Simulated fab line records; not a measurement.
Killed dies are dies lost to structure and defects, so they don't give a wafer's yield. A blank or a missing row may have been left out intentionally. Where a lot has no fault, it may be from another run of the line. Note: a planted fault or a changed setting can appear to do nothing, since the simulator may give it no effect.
Problem report, 8D (eight disciplines) form, completed by code + flow n5Finfet + the parts of the form that need people (team, actions taken, sign-off) are left out

1. WHAT IS WRONG
Mean of etchRfOnTimeS at N5_BEOL_M12_ETCH_67: 162 s across 5 wafers in 3 lots; on wafers with no fault it is 236 s (standard deviation 4.1). Measured from the usual mean, that is -18 standard deviations.
The step: etches SiARC in CF4, target depth 143 nm, time 238.3 s.
Earliest sighting: wafer L580.2 on rieDiel-02 at day 13 02:49. Wafers with a number at this step in the record: 33, from 11 lots. By rule, "out" or "out of limits" means more than 4 standard deviations away from the usual mean. Any other wafer with a number is counted as sound.

2. WHAT THIS IS AND IS NOT
| question                    | is                                     | is not                                                                                             |
|-----------------------------|----------------------------------------|----------------------------------------------------------------------------------------------------|
| which readings at this step | etchRfOnTimeS                          | biasW, drypumpMotorCurrentA, rfVppV, throttleValvePct                                              |
| which lots                  | L578, L580, L581                       | L570, L575, L576, L577, L579, L587, L588, L590                                                     |
| which wafers of those lots  | L578.2, L580.2, L580.5, L581.3, L581.6 | L578.1, L578.3, L580.3, L581.2                                                                     |
| read on which tools         | rieDiel-02                             | rieDiel-04, rieDiel-06                                                                             |
| when                        | from day 13 02:49                      | up to then (13 sound wafers); but 15 sound wafers of L578, L579, L581, L587, L588, L590 came after |

3. THE SUSPECTS, EACH WITH WHAT RULES IT OUT
Counting: if a tool at a process step up to the reading ran every lot that is out, it stays a suspect. Sound lots after the first of them don't rule it out here, since some wafers of a struck lot are sound.
- rieDiel-02 at N5_BEOL_M12_ETCH_67 (etches SiARC in CF4, target depth 143 nm, time 238.3 s): kept. Ran every lot that is out, first one L580 (day 13 02:49); last sound lot up to then L576 (day 12 22:53). Its own etchRfOnTimeS readings are out on those wafers.
- In rieDiel-02 at N5_BEOL_M12_ETCH_67, the wafers that are out were processed in chamber 0 and their sound lot-mates in chambers 1, 2, 3.
After counting, what remains is rieDiel-02 at N5_BEOL_M12_ETCH_67.

4. THE CAUSE (what the simulator had put in)
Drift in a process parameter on rieDiel-02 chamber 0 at N5_BEOL_M12_ETCH_67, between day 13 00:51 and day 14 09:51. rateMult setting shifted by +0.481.
The count eliminated every tool but this one.

5. THE CHAIN OF EFFECTS, in route order
Rows list readings where the struck wafers' mean (over those with a number) sits beyond 3 standard deviations from the usual. Only readings for which the record gives a usual standard deviation are gone through. hours: the time from each lot's start at the first step in this table that gives one to its start at this step, as a median over the lots. sigmas: the change in usual standard deviations.
| hours | step                | reading       | usual     | on struck wafers | change | sigmas |
|-------|---------------------|---------------|-----------|------------------|--------|--------|
| 0     | N5_BEOL_M12_ETCH_67 | etchRfOnTimeS | 236 s     | 162              | -74    | -18    |
| 0     | N5_BEOL_M12_ETCH_67 | oesProductAu  | 0.71 a.u. | 0.95             | +0.24  | +3.6   |
The process steps in it:
- N5_BEOL_M12_ETCH_67: etches SiARC in CF4, target depth 143 nm, time 238.3 s.

6. WHAT WOULD HAVE CAUGHT IT SOONER
In this record no reading fell out of limits until day 13 02:49, 2 hours after the fault had begun at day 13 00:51.
